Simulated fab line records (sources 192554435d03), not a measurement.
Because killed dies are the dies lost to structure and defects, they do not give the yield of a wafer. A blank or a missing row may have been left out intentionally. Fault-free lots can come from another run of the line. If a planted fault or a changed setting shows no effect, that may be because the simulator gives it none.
Which tool did it?	flow n5_finfet	12 lots, 36 wafers sampled, at 2 steps of a route of 1938

== WHAT THE GAUGES SHOWED, per wafer ==
N5_DUMMY_GATE_INSPECT_27: inspects for defects (brightfield).
lot	measured	on	raw_defect_count
L075	day 3 10:20	defect_inspect-01	310 233 266
L077	day 3 23:10	defect_inspect-01	326 267 345
L079	day 4 09:49	defect_inspect-01	250 264 187
L081	day 4 18:29	defect_inspect-01	217 254 288
L083	day 5 07:25	defect_inspect-02	316 411 436
L085	day 5 19:37	defect_inspect-02	272 278 254
L087	day 6 07:03	defect_inspect-02	387 371 298
L089	day 6 23:25	defect_inspect-02	268 185 300
L090	day 7 11:12	defect_inspect-02	284 259 241
L093	day 7 17:46	defect_inspect-02	178 199 207
L095	day 8 05:46	defect_inspect-02	223 303 453
L097	day 8 19:16	defect_inspect-01	230 216 269

== EACH LOT AND THE TOOL THAT RAN IT (in order: tool; ch and the chambers of the sampled wafers; start) ==
lot	N5_DUMMY_GATE_ETCH_37
L075	rie_diel-02 ch 1,3, day 3 09:20
L077	rie_diel-01 ch 1,2, day 3 22:10
L079	rie_diel-01 ch 0,1, day 4 08:26
L081	rie_diel-06 ch 2,3, day 4 17:17
L083	rie_diel-02 ch 0,1, day 5 06:07
L085	rie_diel-02 ch 0,1, day 5 18:33
L087	rie_diel-01 ch 0,1,3, day 6 05:35
L089	rie_diel-02 ch 1,3, day 6 22:11
L090	rie_diel-02 ch 1,2, day 7 10:01
L093	rie_diel-06 ch 2,3, day 7 16:44
L095	rie_diel-02 ch 0,1,2, day 8 04:38
L097	rie_diel-06 ch 0,1,3, day 8 18:16
- N5_DUMMY_GATE_ETCH_37: etches SOC in N2/H2, target depth 60 nm, overetch 30 nm.

== THE ANSWER, worked out from the rows above alone ==
Rule: the lots themselves supply what counts as usual. The widest of any qualifying gaps counts: lots, ordered by their means at a reading, are off when they make up no more than a third of the lots, leave a main group of 4 or more, and stand apart from it by 3 or more times the standard deviation of that group's means. A main group whose means are all the same, to the digits that the tables above print for the reading, isn't used. Also off: a lot with no number at a reading for which 4 or more lots have one. Where the step has rows for the other lots, those lots are counted as sound.
Across all readings shown, no lot is off: no conclusion can be drawn from this.

== WHAT WAS PUT IN BY THE SIMULATOR ==
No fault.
